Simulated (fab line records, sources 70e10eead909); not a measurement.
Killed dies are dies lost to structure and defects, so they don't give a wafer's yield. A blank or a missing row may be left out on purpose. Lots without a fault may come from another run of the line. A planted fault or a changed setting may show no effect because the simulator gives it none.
A struck lot beside a sound one | flow nand_harc | 17 steps out of a route of 1159
Sound: wafers L397.2, L397.5, L397.6. Struck: wafers L405.3, L405.5. (L405.4 of the same lot was not struck and is left out.) The cause comes at the end.
At each step with rows: each side's tool, then ch and its chambers, then its first start. Under that, the readings that differ: sound wafers | struck wafers | difference of the means | sigmas: that difference in standard deviations of wafers without a fault.
alike: readings whose means differ by less than 2 such deviations, and words and numbers that are the same on both sides. not compared: withheld readings, readings that some wafer has no value for, bounds like >300 that may hide the same value, and numbers for which the record gives no deviation and whose values overlap.
The two part at a step that has a row with sigmas, a row that says differs or no value, or rows on one side only. Numbers that don't overlap but have no deviation are shown without sigmas and don't part them. A reading that every wafer of one side lacks parts them only if that side has two wafers or more.

NHARC_P_M0_OVL_MEAS_10: pitch 180 nm.
  sound on overlay-02, day 6 11:07; struck on overlay-02, day 7 22:35
  reading           | sound       | struck    | difference | sigmas
  overlay_x_nm (nm) | 0.0 0.7 0.7 | -2.0 -2.1 | -2.5       | -3
  alike: overlay_y_nm
NHARC_P_M0_INSPECT_11:
  sound on defect_inspect-02, day 6 11:09; struck on defect_inspect-01, day 7 22:37
  alike: raw_defect_count
then, 1 step without rows for these wafers: NHARC_P_M0_DESCUM_14 (chemistry O2, time 3 s).
NHARC_P_M0_ETCH_34: etches the open film in N2/H2, target depth 40 nm, overetch 12 nm, time 43.94 s.
  sound on rie_diel-06 ch 0,2, day 6 11:19; struck on rie_diel-09 ch 1,3, day 7 22:46
  alike: drypump_motor_current_A, oes_product_au, rf_vpp_V, showerhead_plenum_p_Torr, throttle_valve_pct
  not compared: rf_hours_counter_h
NHARC_P_M0_ETCH_15: etches the open film in C4F8/Ar, target depth 150 nm, overetch 15 nm, time 82.5 s.
  sound on rie_diel-06 ch 0,1,2; struck on rie_diel-09 ch 0,1
  alike: oes_product_au, rf_vpp_V
  not compared: rf_hours_counter_h
NHARC_P_M0_CD_MEAS_16:
  sound on cd_sem-02, day 6 11:34; struck on cd_sem-02, day 7 22:58
  alike: cd_nm
then, 2 steps without rows for these wafers: NHARC_P_M0_STRIP_18 (strips in N2/H2); NHARC_P_M0_STRIP_19 (strips in post etch residue remover, time 600 s).
NHARC_P_M0_DEGAS_28: time 60 s.
  sound on pvd_sputter-03, day 6 12:13; struck on pvd_sputter-02, day 7 23:35
  alike: heater_power_w, susceptor_temp_C
then, 2 steps without rows for these wafers: NHARC_P_M0_PRE_CLEAN_29 (time 30 s); NHARC_P_M0_PVD_20 (deposits TaN, target thk 5 nm, time 8.06 s).
NHARC_P_M0_PVD_21: deposits Cu, target thk 30 nm, time 20.49 s.
  sound on pvd_sputter-03; struck on pvd_sputter-02
  alike: cathode_dc_power_W, throttle_valve_pct
NHARC_P_M0_ECD_22: material Cu, target thk 400 nm.
  sound on ecd_cu-01 ch 0,1, day 6 12:38; struck on ecd_cu-01 ch 0,1, day 8 00:03
NHARC_P_M0_ANNEAL_30: time 90 s.
  sound on rtp_anneal-02 ch 0, day 6 13:19; struck on rtp_anneal-01 ch 0, day 8 00:26
  alike: wafer_temp_C_max
NHARC_P_M0_CMP_23: polishes, t overpolish 20 s, target thk 117.53 nm.
  sound on cmp-04 ch 0,1,2, day 6 13:40; struck on cmp-03 ch 2,3, day 8 00:43
  reading                | sound          | struck    | difference | sigmas
  time_to_endpoint_s (s) | 24.9 26.5 26.6 | 45.1 49.3 | +21.2      | +9
  alike: motor_current_A, retaining_ring_pressure_frac
NHARC_P_M0_THK_MEAS_24: measures by xrf.
  sound on film_metro-02, day 6 13:55; struck on film_metro-01, day 8 00:59
  alike: thk_nm
then, 1 step without rows for these wafers: NHARC_END_SORT_01.

WHERE THEY PART
First at NHARC_P_M0_OVL_MEAS_10; last, within this record, at NHARC_P_M0_CMP_23. Later steps at which nothing parts them and some readings are alike: NHARC_P_M0_THK_MEAS_24.

WHY: what the simulator had put in
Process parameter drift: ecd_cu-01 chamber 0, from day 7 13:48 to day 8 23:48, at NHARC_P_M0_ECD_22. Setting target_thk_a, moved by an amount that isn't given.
